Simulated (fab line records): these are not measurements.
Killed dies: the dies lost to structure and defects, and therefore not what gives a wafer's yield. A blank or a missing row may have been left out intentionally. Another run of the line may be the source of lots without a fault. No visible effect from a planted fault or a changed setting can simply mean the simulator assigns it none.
Chamber matching | flow n5_finfet | rie_diel-01 running N5_MOL_CONTACT_COAG_STRIP_96: 4 sister chambers
The step strips in N2/H2. 4 wafers are shown with their chamber, then 7 later ones without.

== WAFERS PAIRED WITH THEIR CHAMBERS ==
wafer  | chamber | oes_product_au (a.u.)
L076.5 | 1       | 0.73
L085.2 | 2       | 0.69
L086.2 | 0       | 0.92
L086.3 | 3       | 0.70

== WAFERS WITH NO CHAMBER GIVEN ==
wafer  | oes_product_au (a.u.)
L086.6 | 0.69
L096.1 | 0.94
L096.2 | 0.68
L096.3 | 0.69
L096.4 | 0.88
L096.5 | 0.89
L096.6 | 0.67

== WHICH CHAMBER EACH WENT THROUGH ==
wafer  | from the rows above          | in truth
L086.6 | can't be placed: 2 or 3 or 1 | 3
L096.1 | 0                            | 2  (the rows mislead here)
L096.2 | can't be placed: 2 or 3 or 1 | 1
L096.3 | can't be placed: 2 or 3 or 1 | 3
L096.4 | 0                            | 0
L096.5 | 0                            | 0
L096.6 | can't be placed: 2 or 3 or 1 | 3
Correct placement for 2 of the 7. Can't be placed from these rows: 4 (the true chamber is among the candidates in 4). 1 placed wrongly.
How it was worked out, from the rows above alone: a wafer's distance from a chamber is the root of the sum, over the readings, of the square of ((its reading less the chamber's mean) divided by the reading's scatter). The wafer belongs to the nearest chamber; if the next one is less than 2 further off, it can't be placed. Each chamber's mean is taken over the wafers shown for it. The scatter: root of mean squared gap, hidden wafer to nearest shown wafer, with one shown wafer a chamber.
